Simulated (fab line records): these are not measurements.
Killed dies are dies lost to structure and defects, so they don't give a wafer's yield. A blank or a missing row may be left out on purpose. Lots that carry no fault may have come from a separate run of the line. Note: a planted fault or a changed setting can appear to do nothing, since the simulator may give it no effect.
Matching of chambers | flow nand harc | rie diel-04 running NHARC_A_CONTACT_ETCH_48: 4 sister chambers
The step etches the open film in CF4, target depth 39 nm, time 65 s. 4 wafers are shown with their chamber, then 7 later ones without.

== WAFERS, EACH WITH ITS CHAMBER ==
wafer  | chamber | oes product au (a.u.)
L075.6 | 2       | 1.005
L082.3 | 0       | 0.985
L087.1 | 3       | 0.998
L087.2 | 1       | 0.976

== WAFERS WITHOUT THEIR CHAMBER ==
wafer  | oes product au (a.u.)
L087.4 | 1.001
L089.2 | 0.993
L089.3 | 0.997
L089.6 | 0.976
L092.1 | 0.984
L092.2 | 0.993
L092.5 | 0.995

== WHICH CHAMBER EACH WENT THROUGH ==
wafer  | from the rows above     | in truth
L087.4 | can't be placed: 3 or 2 | 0
L089.2 | can't be placed: 3 or 0 | 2
L089.3 | 3                       | 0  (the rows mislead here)
L089.6 | 1                       | 1
L092.1 | 0                       | 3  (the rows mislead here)
L092.2 | can't be placed: 3 or 0 | 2
L092.5 | 3                       | 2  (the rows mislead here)
Correctly placed: 1 of 7. Unplaceable from these rows: 3, with the true chamber sitting among the candidates in 0. Wrongly placed: 3.
How it was worked out, from the rows above alone: a wafer's distance from a chamber is the root of the sum, over the readings, of the square of ((its reading less the chamber's mean) divided by the reading's scatter). The wafer belongs to the nearest chamber; if the next one is less than 2 further off, it can't be placed. The mean given for a chamber averages the wafers shown for that chamber. The scatter: with one shown wafer a chamber, the root of the mean of the squares of how far each hidden wafer lies from its nearest shown one.
